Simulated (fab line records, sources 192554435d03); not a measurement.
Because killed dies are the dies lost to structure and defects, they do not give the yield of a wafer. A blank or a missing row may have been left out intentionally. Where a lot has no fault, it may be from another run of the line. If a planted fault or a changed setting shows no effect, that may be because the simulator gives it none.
Comparing a struck lot with a sound one    flow n5-finfet    39 out of 1938 route steps
Sound: wafers L673.2, L673.4, L673.5. Struck: wafers L665.1, L665.4, L665.6. At the end, the cause is stated.
Order at every step that has rows: each side's tool, ch and its chambers, its first start. Under that, the readings that differ: sound wafers    struck wafers    difference of the means    sigmas: that difference in standard deviations of wafers without a fault.
alike: readings whose means differ by less than 2 such deviations, and words and numbers that are the same on both sides. not compared: withheld readings, readings that some wafer has no value for, bounds like >300 that may hide the same value, and numbers for which the record gives no deviation and whose values overlap.
A row with sigmas, a row that says differs or no value, or rows on one side alone: a step with any of these is where the two part. When numbers do not overlap yet have no deviation, they are printed without sigmas and do not part them. A reading missing from all wafers of one side parts the sides only when that side holds two or more wafers.

first, 10 steps without rows for these wafers: N5_HKMG_FIN_ALD_72 (deposits W, target thk 2 nm, pulse time 1 s, purge time 2 s); N5_HKMG_FIN_W_FILL_22 (material W, target thk 60 nm, time 18.2 s); N5_HKMG_FIN_PRECLEAN_83 (cleans in DIW, time 57.5 s); N5_HKMG_FIN_SRD_84 (dry time 32 s); N5_HKMG_FIN_CMP_23 (polishes, stops on SiNx, t overpolish 10 s, target thk 46.326 nm); N5_HKMG_FIN_CMP_94 (polishes, stops on SiNx, t overpolish 4.7 s, target thk 43.299 nm); N5_GATE_CUT_ETCHBACK_00 (etches W in SF6/Cl2); N5_GATE_CUT_ETCH_56 (etches TiN in Cl2/Ar, target depth 21.6 nm); N5_GATE_CUT_ETCHBACK_30 (etches TiN in Cl2/Ar, target depth 3 nm); N5_GATE_CUT_VAPOR_ETCH_60 (etches HfO2 in BCl3/Cl2).
N5_GATE_CUT_ETCH_58: etches SiNx in CH3F/O2, target depth 17 nm, time 128.6 s.
  sound on rie-diel-06 ch 1,3, day 10 07:13; struck on rie-diel-04 ch 2,3, day 8 02:18
  no value came back on the struck wafers for any of 7 readings (CH3F_flow_sccm (sccm), O2_flow_sccm (sccm) and others); on the sound wafers CH3F_flow_sccm (sccm) reads 29.96 30.06 29.92
reading                               sound           struck        difference  sigmas
model.SiNx_of_SDB_ALD_29.thk-nm (nm)  24.8 24.4 24.6  26.8 27 27.2  +2.4        
  not compared: rf-hours-counter-h
then, 5 steps without rows for these wafers: N5_GATE_CUT_STRIP_59 (strips in N2/H2, time 20 s); N5_GATE_CUT_PRECLEAN_31 (cleans in DIW, time 300 s); N5_GATE_CUT_SRD_32 (time 30 s); N5_GATE_CUT_SAC_CAP_01 (material SiNx, target thk 24 nm, pulse time 1 s, ald cycles 480); N5_GATE_CUT_PECVD_57 (deposits SiNx from SiH4/NH3/N2, target thk 21 nm).
N5_GATE_CUT_CMP_02: polishes, stops on SiO2, t overpolish 12.7 s, target thk 0 nm.
  sound on cmp-04 ch 0,2,3, day 10 09:50; struck on cmp-04 ch 0,2,3, day 8 04:58
  alike: motor-current-A
  not compared: model.SiO2_flowable_of_ILD0_FCVD_FILL_01.thk-nm
then, 19 steps without rows for these wafers: N5_GATE_CUT_HM_DEP_46 (deposits SiO2 from TEOS/O2, target thk 130 nm, time 26.6 s); N5_GATE_CUT_COAT_34 (time 60 s, resist thk 60 nm); N5_GATE_CUT_COAT_35 (time 60 s, resist thk 10 nm); N5_GATE_CUT_COAT_27 (time 60 s, resist thk 10 nm); N5_GATE_CUT_COAT_07 (resist thk 30 nm); N5_GATE_CUT_EBR_09; N5_GATE_CUT_SOFTBAKE_08 (time 60 s); N5_GATE_CUT_EXPOSE_10 (exposes mask GATE CUT, target cd 20 nm); N5_GATE_CUT_PEB_11 (peb time 60 s); N5_GATE_CUT_DEVELOP_12 (develop time 30 s); N5_GATE_CUT_DESCUM_18 (chemistry O2, time 7 s); N5_GATE_CUT_ETCH_28 (etches underlayer in N2/H2, target depth 13 nm, time 10.4 s); N5_GATE_CUT_ETCH_36 (etches SiARC in CF4, target depth 13 nm, time 21.7 s); N5_GATE_CUT_ETCH_37 (etches SOC in N2/H2, target depth 60 nm, overetch 12 nm, time 90 s); N5_GATE_CUT_STRIP_38 (strips in N2/H2); N5_GATE_CUT_STRIP_39 (strips in N2/H2); N5_GATE_CUT_HM_OPEN_40 (chemistry C4F6/O2, target SiO2, target depth 139 nm, time 85.1 s); N5_GATE_CUT_STRIP_41 (strips in CF4); N5_GATE_CUT_STRIP_42 (strips in O2).
N5_MOL_CONTACT_COAG_WET_ETCH_116: etches the open film in SC1-inhibited, target depth 4.6 nm, rinse time 30 s.
  sound on wet-bench-01 ch 0,4,7, day 10 21:28; struck on wet-bench-05 ch 0,4,7, day 8 16:14
  alike: rinse-temp-c
  not compared: model.SiO2_flowable_of_ILD0_FCVD_FILL_01.thk-nm
-- record jumps: 3 days separate the struck wafers' starts on either side; left off in module MOL_CONTACT_COAG, taken up again in module BEOL_M4, whose first shown step is the route's number 1111 --
N5_BEOL_M4_RC_MEAS_101:
  sound on prober-02 ch 0, day 14 05:17; struck on prober-01 ch 0, day 11 18:04
  alike: DIBL_N, DIBL_P, IOFF_N, IOFF_P, ION_N, ION_P, SS_N, SS_P, VT_N, VT_P
-- a jump in the record: the struck wafers' starts before and after are 5 days apart (it breaks off in module BEOL_M4 and resumes in module PASSIVATION, where the first step shown is number 1936 of the route) --
N5_PASSIVATION_PROBE_49:
  sound on prober-02 at day 18 11:35; struck on prober-01 at day 16 14:30
  alike: defect-limited-yield, killed_at_M0_to_M3, killed_at_M4_up, killed-at-contacts, killed-at-front-end, killed-at-other, killed-dies, killed-open, killed-short, sort_bin_4_leakage, sort_bin_5_function, sort_bin_6_memory, sort-n-pass, sort-yield-pct

WHERE THEY PART
At N5_GATE_CUT_ETCH_58 and nowhere else, as far as this record goes. Later steps at which nothing parts them and some readings are alike: N5_GATE_CUT_CMP_02, N5_MOL_CONTACT_COAG_WET_ETCH_116, N5_BEOL_M4_RC_MEAS_101, N5_PASSIVATION_PROBE_49.

WHY: whatever the simulator had introduced
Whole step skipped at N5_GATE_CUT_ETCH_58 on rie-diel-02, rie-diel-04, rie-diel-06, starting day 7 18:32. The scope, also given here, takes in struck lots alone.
